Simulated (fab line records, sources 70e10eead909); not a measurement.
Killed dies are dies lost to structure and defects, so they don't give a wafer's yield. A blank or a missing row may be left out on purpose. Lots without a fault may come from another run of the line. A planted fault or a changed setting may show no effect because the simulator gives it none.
Chamber matching | flow nand_harc | NHARC_A_SLIT_DEP_23 on pecvd-04: 3 sister chambers
The step deposits SiON, target thk 100 nm. 16 wafers are shown with their chamber, then 8 later ones without.

WAFERS WITH THEIR CHAMBER
wafer  | chamber | heater_power_w (W) | susceptor_temp_C (C) | chamber_pressure_Torr (Torr)
L077.1 | 2       | 759                | 400.08               | 3.491
L077.2 | 0       | 701                | 399.58               | 3.509
L077.3 | 1       | 762                | 399.81               | 3.507
L081.2 | 0       | 703                | 400.48               | 3.483
L081.3 | 2       | 866                | 400.04               | 3.489
L081.6 | 2       | 879                | 400.34               | 3.507
L082.2 | 1       | 810                | 399.93               | 3.497
L082.5 | 0       | 646                | 400.17               | 3.509
L082.6 | 1       | 791                | 399.60               | 3.509
L083.2 | 2       | 840                | 400.13               | 3.493
L083.4 | 2       | 844                | 399.97               | 3.501
L083.5 | 0       | 673                | 400.09               | 3.509
L086.2 | 1       | 716                | 399.82               | 3.506
L086.3 | 0       | 702                | 399.81               | 3.489
L086.5 | 0       | 696                | 399.99               | 3.485
L088.2 | 0       | 710                | 400.13               | 3.500

SIGNATURES (means of the wafers above)
reading               | chamber 0 | chamber 1 | chamber 2 | scatter within a chamber
heater_power_w        | 690.14    | 769.75    | 837.60    | 36
susceptor_temp_C      | 400.0357  | 399.7900  | 400.1120  | 0.219
chamber_pressure_Torr | 3.49771   | 3.50475   | 3.49620   | 0.00943
Rule: a wafer's distance from a chamber is the root of the sum, over the readings, of the square of ((its reading less the chamber's mean) divided by the reading's scatter). The wafer belongs to the nearest chamber; if the next one is less than 2 further off, it can't be placed. The scatter: the root of (the sum of the squares of (reading less its chamber's mean) over the shown wafers, divided by (wafers less chambers)).

WAFERS WITHOUT THEIR CHAMBER
wafer  | heater_power_w (W) | susceptor_temp_C (C) | chamber_pressure_Torr (Torr)
L088.3 | 747                | 399.98               | 3.487
L088.6 | 777                | 399.72               | 3.515
L096.3 | 717                | 400.34               | 3.491
L096.4 | 710                | 400.25               | 3.500
L096.5 | 842                | 399.95               | 3.492
L097.1 | 877                | 400.31               | 3.482
L097.4 | 722                | 400.03               | 3.494
L097.5 | 736                | 400.41               | 3.504

WHICH CHAMBER EACH WENT THROUGH
wafer  | from the rows above          | in truth
L088.3 | can't be placed: 0 or 1 or 2 | 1
L088.6 | 1                            | 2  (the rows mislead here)
L096.3 | can't be placed: 0 or 1 or 2 | 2
L096.4 | can't be placed: 0 or 1      | 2
L096.5 | can't be placed: 2 or 1      | 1
L097.1 | 2                            | 2
L097.4 | can't be placed: 0 or 1      | 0
L097.5 | can't be placed: 0 or 1 or 2 | 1
Placed correctly: 1 of 8. Can't be placed from these rows: 6 (the true chamber is among the candidates in 5). Placed wrongly: 1.
